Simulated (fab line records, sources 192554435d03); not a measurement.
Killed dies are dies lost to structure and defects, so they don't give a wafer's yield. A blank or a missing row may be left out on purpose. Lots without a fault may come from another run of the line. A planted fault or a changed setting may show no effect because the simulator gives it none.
Which tool did it? | flow n5_finfet | 24 lots, 72 wafers sampled, at 5 steps of a route of 1938

WHAT THE GAUGES READ, wafer by wafer
N5_BEOL_M8_THK_MEAS_53: measures by xrf. Usual: M8_THK 80.6 nm, standard deviation 1.8.
lot  | measured     | on            | M8_THK (nm)    | flag
L074 | day 11 05:36 | film_metro-02 | 80.5 80.0 80.1 |
L075 | day 12 13:00 | film_metro-02 | 80.6 79.9 81.4 |
L076 | day 12 16:53 | film_metro-02 | 81.7 79.0 80.4 |
L077 | day 13 01:48 | film_metro-02 | 79.5 78.1 81.4 |
L078 | day 13 09:46 | film_metro-02 | 79.3 79.9 80.5 |
L080 | day 13 18:37 | film_metro-02 | 76.9 80.4 78.3 |
L081 | day 14 00:00 | film_metro-01 | 81.0 81.0 80.8 |
L083 | day 14 03:32 | film_metro-01 | 84.1 84.3 82.3 |
L082 | day 14 07:57 | film_metro-02 | 77.4 80.0 79.4 |
L084 | day 14 08:32 | film_metro-02 | 79.9 79.8 81.2 |
L085 | day 14 20:40 | film_metro-02 | 81.6 81.3 79.3 |
L092 | day 14 21:28 | film_metro-01 | 77.8 79.0 79.9 |
L086 | day 14 22:00 | film_metro-02 | 79.3 79.7 77.7 |
L088 | day 15 11:38 | film_metro-01 | 80.5 77.0 81.9 |
L087 | day 15 16:04 | film_metro-01 | 81.5 80.7 82.8 |
L089 | day 15 16:37 | film_metro-01 | 79.2 80.8 80.1 |
L090 | day 15 21:44 | film_metro-01 | 79.1 79.9 81.8 |
L093 | day 16 00:32 | film_metro-02 | 82.8 79.2 81.4 |
L091 | day 16 00:49 | film_metro-01 | 83.3 83.1 84.4 |
L079 | day 17 08:04 | film_metro-02 | 80.3 80.9 79.3 |
L097 | day 17 08:51 | film_metro-01 | 82.9 82.6 82.1 |
L096 | day 17 11:11 | film_metro-02 | 77.8 79.3 79.5 |
L094 | day 18 02:37 | film_metro-01 | 83.9 81.5 83.0 |
L095 | day 18 06:56 | film_metro-01 | 81.7 79.4 79.4 |

N5_BEOL_M8_INSPECT_58: inspects for defects (darkfield). Usual: raw_defect_count 72, standard deviation 22.
lot  | measured     | on                | raw_defect_count | flag
L074 | day 11 05:46 | defect_inspect-02 | 81 74 57         |
L075 | day 12 13:10 | defect_inspect-01 | 70 39 54         |
L076 | day 12 17:04 | defect_inspect-02 | 60 79 45         |
L077 | day 13 01:58 | defect_inspect-02 | 61 50 62         |
L078 | day 13 09:56 | defect_inspect-01 | 47 105 100       |
L080 | day 13 18:46 | defect_inspect-01 | 51 88 53         |
L081 | day 14 00:09 | defect_inspect-01 | 88 82 57         |
L083 | day 14 03:43 | defect_inspect-01 | 86 75 52         |
L082 | day 14 08:08 | defect_inspect-01 | 55 72 95         |
L084 | day 14 08:41 | defect_inspect-01 | 62 59 51         |
L085 | day 14 20:50 | defect_inspect-02 | 67 68 58         |
L092 | day 14 21:38 | defect_inspect-01 | 72 86 75         |
L086 | day 14 22:09 | defect_inspect-01 | 113 89 109       |
L088 | day 15 11:47 | defect_inspect-02 | 35 32 73         |
L087 | day 15 16:13 | defect_inspect-02 | 59 53 93         |
L089 | day 15 16:46 | defect_inspect-02 | 75 69 74         |
L090 | day 15 21:53 | defect_inspect-02 | 91 61 69         |
L093 | day 16 00:42 | defect_inspect-02 | 65 28 46         |
L091 | day 16 00:58 | defect_inspect-02 | 62 53 73         |
L079 | day 17 08:16 | defect_inspect-01 | 95 90 83         |
L097 | day 17 09:01 | defect_inspect-02 | 67 71 83         |
L096 | day 17 11:21 | defect_inspect-01 | 51 81 92         |
L094 | day 18 02:46 | defect_inspect-02 | 73 58 57         |
L095 | day 18 07:05 | defect_inspect-02 | 74 62 43         |

WHICH TOOL RAN EACH LOT (tool, then ch and the chambers of the sampled wafers, then the start)
lot  | N5_BEOL_M8_STRIP_80                           | N5_BEOL_M8_DEGAS_44          | N5_BEOL_M8_ANNEAL_51
L074 | rie_diel-02 ch 0,2, day 11 03:25 or earlier   | pvd_sputter-03, day 11 03:25 | rtp_anneal-01 ch 0, day 11 05:06
L075 | rie_diel-05 ch 0,2,3, day 12 11:25 or earlier | pvd_sputter-03, day 12 11:25 | rtp_anneal-02 ch 0, day 12 12:26
L076 | rie_diel-05 ch 0,1, day 12 15:20 or earlier   | pvd_sputter-01, day 12 15:20 | rtp_anneal-02 ch 0, day 12 16:17
L077 | rie_diel-02 ch 0,2,3, day 12 23:23 or earlier | pvd_sputter-01, day 12 23:23 | rtp_anneal-01 ch 0, day 13 01:13
L078 | rie_diel-02 ch 1,2,3, day 13 08:20 or earlier | pvd_sputter-01, day 13 08:20 | rtp_anneal-02 ch 0, day 13 09:11
L080 | rie_diel-04 ch 2,3, day 13 17:00 or earlier   | pvd_sputter-03, day 13 17:00 | rtp_anneal-02 ch 0, day 13 18:01
L081 | rie_diel-05 ch 0,1,2, day 13 21:34 or earlier | pvd_sputter-01, day 13 21:34 | rtp_anneal-01 ch 0, day 13 23:24
L083 | rie_diel-04 ch 0,2, day 14 01:41 or earlier   | pvd_sputter-03, day 14 01:41 | rtp_anneal-02 ch 0, day 14 02:51
L082 | rie_diel-05 ch 0,3, day 14 05:55 or earlier   | pvd_sputter-03, day 14 05:55 | rtp_anneal-02 ch 0, day 14 07:24
L084 | rie_diel-04 ch 2,3, day 14 06:00 or earlier   | pvd_sputter-03, day 14 06:00 | rtp_anneal-02 ch 0, day 14 07:56
L085 | rie_diel-05 ch 0,1, day 14 18:51 or earlier   | pvd_sputter-02, day 14 18:51 | rtp_anneal-02 ch 0, day 14 20:07
L092 | rie_diel-05 ch 0,3, day 14 20:01 or earlier   | pvd_sputter-02, day 14 20:01 | rtp_anneal-01 ch 0, day 14 20:56
L086 | rie_diel-02 ch 0,1,2, day 14 20:29 or earlier | pvd_sputter-02, day 14 20:29 | rtp_anneal-02 ch 0, day 14 21:27
L088 | rie_diel-05 ch 0,1,3, day 15 08:16 or earlier | pvd_sputter-03, day 15 08:16 | rtp_anneal-01 ch 0, day 15 11:07
L087 | rie_diel-04 ch 1,2, day 15 14:41 or earlier   | pvd_sputter-01, day 15 14:41 | rtp_anneal-01 ch 0, day 15 15:33
L089 | rie_diel-05 ch 1,3, day 15 14:52 or earlier   | pvd_sputter-02, day 15 14:52 | rtp_anneal-02 ch 0, day 15 15:50
L090 | rie_diel-05 ch 1,3, day 15 18:37 or earlier   | pvd_sputter-02, day 15 18:37 | rtp_anneal-02 ch 0, day 15 21:11
L093 | rie_diel-04 ch 0,1, day 15 22:37 or earlier   | pvd_sputter-01, day 15 22:37 | rtp_anneal-02 ch 0, day 16 00:02
L091 | rie_diel-05 ch 0,1,2, day 15 22:47 or earlier | pvd_sputter-01, day 15 22:47 | rtp_anneal-02 ch 0, day 16 00:13
L079 | rie_diel-02 ch 0,2,3, day 17 05:39 or earlier | pvd_sputter-02, day 17 05:39 | rtp_anneal-02 ch 0, day 17 07:29
L097 | rie_diel-04 ch 0,1, day 17 07:26 or earlier   | pvd_sputter-03, day 17 07:26 | rtp_anneal-01 ch 0, day 17 08:16
L096 | rie_diel-02 ch 0,2,3, day 17 07:58 or earlier | pvd_sputter-03, day 17 07:58 | rtp_anneal-02 ch 0, day 17 10:36
L094 | rie_diel-04 ch 0,2, day 18 01:02 or earlier   | pvd_sputter-01, day 18 01:02 | rtp_anneal-02 ch 0, day 18 02:01
L095 | rie_diel-02 ch 0,2, day 18 05:16 or earlier   | pvd_sputter-01, day 18 05:16 | rtp_anneal-01 ch 0, day 18 06:20
- N5_BEOL_M8_STRIP_80: strips in N2/H2, time 10 s.
- N5_BEOL_M8_DEGAS_44: time 60 s.
- N5_BEOL_M8_ANNEAL_51: time 90 s.

WHAT THE TOOLS THEMSELVES READ (means of the sampled wafers that have a number; where no wafer has one, the mark that the record gives instead)
N5_BEOL_M8_STRIP_80. Usual: chamber_pressure_mTorr 19.997 mTorr, standard deviation 0.018; drypump_motor_current_A 5.8 A, standard deviation 0.44; oes_product_au 0.79 a.u., standard deviation 0.096; rf_vpp_V 59.1 V, standard deviation 0.94; showerhead_plenum_p_Torr 2.54 Torr, standard deviation 0.053; throttle_valve_pct 23.55 %, standard deviation 0.24.
lot  | tool        | chamber_pressure_mTorr (mTorr) | drypump_motor_current_A (A) | oes_product_au (a.u.) | rf_vpp_V (V) | showerhead_plenum_p_Torr (Torr) | throttle_valve_pct (%) | flag
L074 | rie_diel-02 | 19.989                         | 5.3                         | 0.75                  | 59.8         | 2.53                            | 23.87                  |
L075 | rie_diel-05 | 19.992                         | 5.8                         | 0.71                  | 59.5         | 2.55                            | 23.55                  |
L076 | rie_diel-05 | 19.991                         | 6.2                         | 0.78                  | 58.3         | 2.48                            | 23.33                  |
L077 | rie_diel-02 | 20.004                         | 5.6                         | 0.82                  | 58.8         | 2.55                            | 23.74                  |
L078 | rie_diel-02 | 19.992                         | 5.5                         | 0.79                  | 59.4         | 2.54                            | 23.81                  |
L080 | rie_diel-04 | 19.991                         | 5.6                         | 0.88                  | 59.2         | 2.57                            | 23.60                  |
L081 | rie_diel-05 | 19.998                         | 6.0                         | 0.74                  | 58.8         | 2.50                            | 23.43                  |
L083 | rie_diel-04 | 20.000                         | 6.1                         | 0.83                  | 59.4         | 2.49                            | 23.41                  |
L082 | rie_diel-05 | 20.006                         | 5.7                         | 0.71                  | 58.7         | 2.59                            | 23.60                  |
L084 | rie_diel-04 | 19.999                         | 5.6                         | 0.86                  | 59.4         | 2.56                            | 23.61                  |
L085 | rie_diel-05 | 19.995                         | 6.2                         | 0.73                  | 58.3         | 2.50                            | 23.52                  |
L092 | rie_diel-05 | 20.002                         | 5.9                         | 0.71                  | 59.7         | 2.55                            | 23.65                  |
L086 | rie_diel-02 | 20.027                         | 5.6                         | 0.72                  | 60.2         | 2.52                            | 23.83                  |
L088 | rie_diel-05 | 19.997                         | 6.0                         | 0.73                  | 59.6         | 2.53                            | 23.49                  |
L087 | rie_diel-04 | 19.991                         | 5.7                         | 0.84                  | 60.5         | 2.56                            | 23.37                  |
L089 | rie_diel-05 | 19.992                         | 5.8                         | 0.73                  | 58.9         | 2.56                            | 23.45                  |
L090 | rie_diel-05 | 19.998                         | 5.8                         | 0.74                  | 59.3         | 2.56                            | 23.44                  |
L093 | rie_diel-04 | 19.996                         | 5.8                         | 0.88                  | 59.9         | 2.53                            | 23.33                  |
L091 | rie_diel-05 | 19.995                         | 6.0                         | 0.82                  | 58.7         | 2.49                            | 23.34                  |
L079 | rie_diel-02 | 20.005                         | 5.6                         | 0.77                  | 59.4         | 2.54                            | 23.79                  |
L097 | rie_diel-04 | 19.995                         | 5.5                         | 0.88                  | 59.1         | 2.55                            | 23.34                  |
L096 | rie_diel-02 | 19.988                         | 5.6                         | 0.77                  | 59.5         | 2.54                            | 23.78                  |
L094 | rie_diel-04 | 20.003                         | 6.2                         | 0.91                  | 58.4         | 2.49                            | 23.33                  |
L095 | rie_diel-02 | 20.007                         | 5.8                         | 0.72                  | 58.6         | 2.52                            | 23.79                  |

N5_BEOL_M8_DEGAS_44. Usual: heater_power_w 333 W, standard deviation 30.
lot  | tool           | heater_power_w (W) | flag
L074 | pvd_sputter-03 | 355                |
L075 | pvd_sputter-03 | 335                |
L076 | pvd_sputter-01 | 350                |
L077 | pvd_sputter-01 | 358                |
L078 | pvd_sputter-01 | 361                |
L080 | pvd_sputter-03 | 365                |
L081 | pvd_sputter-01 | 330                |
L083 | pvd_sputter-03 | 321                |
L082 | pvd_sputter-03 | 321                |
L084 | pvd_sputter-03 | 341                |
L085 | pvd_sputter-02 | 314                |
L092 | pvd_sputter-02 | 330                |
L086 | pvd_sputter-02 | 338                |
L088 | pvd_sputter-03 | 317                |
L087 | pvd_sputter-01 | 322                |
L089 | pvd_sputter-02 | 333                |
L090 | pvd_sputter-02 | 337                |
L093 | pvd_sputter-01 | 334                |
L091 | pvd_sputter-01 | 360                |
L079 | pvd_sputter-02 | 323                |
L097 | pvd_sputter-03 | 343                |
L096 | pvd_sputter-03 | 340                |
L094 | pvd_sputter-01 | 308                |
L095 | pvd_sputter-01 | 330                |

N5_BEOL_M8_ANNEAL_51. Usual: wafer_temp_C_max 225.99, standard deviation 0.23.
lot  | tool          | wafer_temp_C_max | flag
L074 | rtp_anneal-01 | 225.58           |
L075 | rtp_anneal-02 | 225.97           |
L076 | rtp_anneal-02 | 225.97           |
L077 | rtp_anneal-01 | 225.91           |
L078 | rtp_anneal-02 | 226.18           |
L080 | rtp_anneal-02 | 226.17           |
L081 | rtp_anneal-01 | 226.01           |
L083 | rtp_anneal-02 | 226.17           |
L082 | rtp_anneal-02 | 225.82           |
L084 | rtp_anneal-02 | 226.19           |
L085 | rtp_anneal-02 | 226.03           |
L092 | rtp_anneal-01 | 225.97           |
L086 | rtp_anneal-02 | 226.04           |
L088 | rtp_anneal-01 | 225.55           |
L087 | rtp_anneal-01 | 226.00           |
L089 | rtp_anneal-02 | 226.24           |
L090 | rtp_anneal-02 | 225.84           |
L093 | rtp_anneal-02 | 226.19           |
L091 | rtp_anneal-02 | 225.91           |
L079 | rtp_anneal-02 | 226.06           |
L097 | rtp_anneal-01 | 225.89           |
L096 | rtp_anneal-02 | 226.12           |
L094 | rtp_anneal-02 | 225.97           |
L095 | rtp_anneal-01 | 225.75           |

THE ANSWER, worked out from the rows above alone
Rule: a lot is off if the mean of its wafers that have a number lies more than 3 standard deviations from the usual mean. A lot without any number at a reading at which 4 lots or more have one is off too. The other lots that the step has rows for count as sound. The gauges are gone through in route order, then the tools' own readings, and for those a lot's mean is taken as printed above. The first step at which some lot is off is used, and at that step the reading that is off furthest; a lot without a number counts as furthest.
No lot is off at any reading shown: from this, nothing can be told.

WHAT THE SIMULATOR HAD PUT IN
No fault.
